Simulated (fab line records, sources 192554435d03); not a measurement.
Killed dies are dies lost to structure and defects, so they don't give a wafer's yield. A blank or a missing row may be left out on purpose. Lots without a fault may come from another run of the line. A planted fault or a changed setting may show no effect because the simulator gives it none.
Split-lot experiment | flow n5_finfet | 7 lots, 39 wafers read, on a route of 1938 steps

THE SPLIT
At N5_BEOL_M5_ILD_DEP_00 (deposits SiCOH lowk from DEMS/porogen, target thk 140.64 nm, time 25.9 s), the setting target_thk_a was moved away from the recipe's 1406.4 angstrom on 18 of the 39 wafers read, by -59.3% to +44.1%. The other wafers ran this setting at the recipe's value.

FROM THE SPLIT TO THE READING: what the file shows between them, 1 step
- N5_BEOL_M5_CURE_79: cures SiCOH lowk, time 240 s

THE READING
M5_ILD_THK, in nm, at N5_BEOL_M5_THK_MEAS_01. Fault-free wafers of this fab line usually give 121.5 nm, standard deviation 1.6 nm.

wafer  | tool, chamber at the split | target_thk_a as run, angstrom | against the recipe | M5_ILD_THK, nm | against lot-mates on the recipe
L077.1 | pecvd-02, 0                | 1406.4                        | recipe             | 121.3          | -
L077.2 | pecvd-02, 1                | 2006                          | +42.6%             | 171.1          | +49.3
L077.3 | pecvd-02, 1                | 1406.4                        | recipe             | 122.3          | -
L077.4 | pecvd-02, 0                | 2006                          | +42.6%             | 174.3          | +52.5
L077.5 | pecvd-02, 1                | 1406.4                        | recipe             | 121.9          | -
L077.6 | pecvd-02, 0                | 2006                          | +42.6%             | 174.6          | +52.8
L079.3 | pecvd-03, 2                | 1406.4                        | recipe             | 120.1          | -
L079.4 | pecvd-03, 0                | 1406.4                        | recipe             | 123.0          | -
L079.5 | pecvd-03, 1                | 1406.4                        | recipe             | 123.6          | -
L083.1 | pecvd-02, 1                | 1406.4                        | recipe             | 119.3          | -
L083.2 | pecvd-02, 0                | 1868                          | +32.8%             | 158.4          | +38.7
L083.3 | pecvd-02, 2                | 1406.4                        | recipe             | 119.4          | -
L083.4 | pecvd-02, 2                | 1406.4                        | recipe             | 120.3          | -
L083.5 | pecvd-02, 1                | 1868                          | +32.8%             | 159.7          | +40.0
L083.6 | pecvd-02, 0                | 1868                          | +32.8%             | 162.3          | +42.6
L084.1 | pecvd-02, 1                | 573                           | -59.3%             | 49.8           | -71.5
L084.2 | pecvd-02, 0                | 573                           | -59.3%             | 48.2           | -73.1
L084.3 | pecvd-02, 2                | 573                           | -59.3%             | 48.0           | -73.3
L084.4 | pecvd-02, 0                | 1406.4                        | recipe             | 120.9          | -
L084.5 | pecvd-02, 2                | 1406.4                        | recipe             | 121.4          | -
L084.6 | pecvd-02, 1                | 1406.4                        | recipe             | 121.6          | -
L086.1 | pecvd-03, 1                | 1406.4                        | recipe             | 120.7          | -
L086.2 | pecvd-03, 0                | 1406.4                        | recipe             | 121.6          | -
L086.3 | pecvd-03, 2                | 979.4                         | -30.4%             | 83.8           | -38.1
L086.4 | pecvd-03, 1                | 1406.4                        | recipe             | 123.3          | -
L086.5 | pecvd-03, 0                | 979.4                         | -30.4%             | 84.4           | -37.5
L086.6 | pecvd-03, 2                | 979.4                         | -30.4%             | 85.4           | -36.5
L092.1 | pecvd-03, 1                | 1816                          | +29.1%             | 155.5          | +33.5
L092.2 | pecvd-03, 2                | 1406.4                        | recipe             | 120.9          | -
L092.3 | pecvd-03, 0                | 1406.4                        | recipe             | 121.9          | -
L092.4 | pecvd-03, 0                | 1816                          | +29.1%             | 158.9          | +36.9
L092.5 | pecvd-03, 2                | 1816                          | +29.1%             | 159.1          | +37.1
L092.6 | pecvd-03, 1                | 1406.4                        | recipe             | 123.3          | -
L095.1 | pecvd-01, 1                | 1406.4                        | recipe             | 119.5          | -
L095.2 | pecvd-01, 2                | 1406.4                        | recipe             | 120.7          | -
L095.3 | pecvd-01, 0                | 2027                          | +44.1%             | 174.3          | +53.4
L095.4 | pecvd-01, 2                | 1406.4                        | recipe             | 122.4          | -
L095.5 | pecvd-01, 1                | 2027                          | +44.1%             | 176.8          | +55.9
L095.6 | pecvd-01, 0                | 2027                          | +44.1%             | 175.6          | +54.7

THE FIT
A straight line over all 39 wafers: M5_ILD_THK changes by +1.22 nm for each +1% of target_thk_a; r = +1.00; the points scatter about the line by 1.4 nm.
The same after taking each lot's own level away (the mean of its wafers on the recipe; 39 wafers): +1.23 nm for each +1%; r = +1.00; scatter 1.2 nm.
On that fit, the largest move of target_thk_a shifts the reading by 73 nm.
The lots' own levels span 119.67 to 122.23 nm, that is 1.6 times the standard deviation above.
So the lot-to-lot level changes the slope little: the two slopes agree.
Check: with one of the wafers moved furthest among these (-59.3%) left out of the fit, the line predicts -72.9 nm for it against its lot-mates. It came out at -71.5 nm against them.

OTHER SPLITS ON THESE WAFERS
These wafers also went through other splits before the reading. Each is held against what the fit with the lots' levels taken away leaves over:
other split on the same wafers             | wafers away from the commonest value | r with M5_ILD_THK (lot level and that fit taken away)
N5_ZERO_LAYER_DEVELOP_10 develop_time_s    | 15                                   | -0.34
N5_FIN_SAQP_ETCH_65 time_s                 | 15                                   | -0.12
N5_MOL_CONTACT_COAG_ETCH_15 target_depth_a | 9                                    | -0.09
N5_BEOL_M0_SAQP_ETCH_106 target_depth_a    | 15                                   | -0.11
N5_BEOL_M1_PECVD_72 time_s                 | 18                                   | -0.07

THE WHOLE CHAIN: every reading that the file lists as answering this split, in the file's order
step                   | what it does                                                             | reading                                                                                  | change (the file's fit)              | r (the file's)
N5_BEOL_M5_ILD_DEP_00  | deposits SiCOH lowk from DEMS/porogen, target thk 140.64 nm, time 25.9 s | SiCOH_lowk_of_BEOL_M5_ILD_DEP_00.thk_nm (the simulator's own value, which no gauge read) | +1.41 nm for each +1% of the setting | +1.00
N5_BEOL_M5_CURE_79     | cures SiCOH lowk, time 240 s                                             | SiCOH_lowk_of_BEOL_M5_ILD_DEP_00.thk_nm (the simulator's own value, which no gauge read) | +1.23 nm for each +1% of the setting | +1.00
N5_BEOL_M5_THK_MEAS_01 |                                                                          | M5_ILD_THK                                                                               | +1.23 for each +1% of the setting    | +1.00

THE FILE'S OWN FIT
M5_ILD_THK changes by +1.23 nm for each +1% of target_thk_a, r = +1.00.
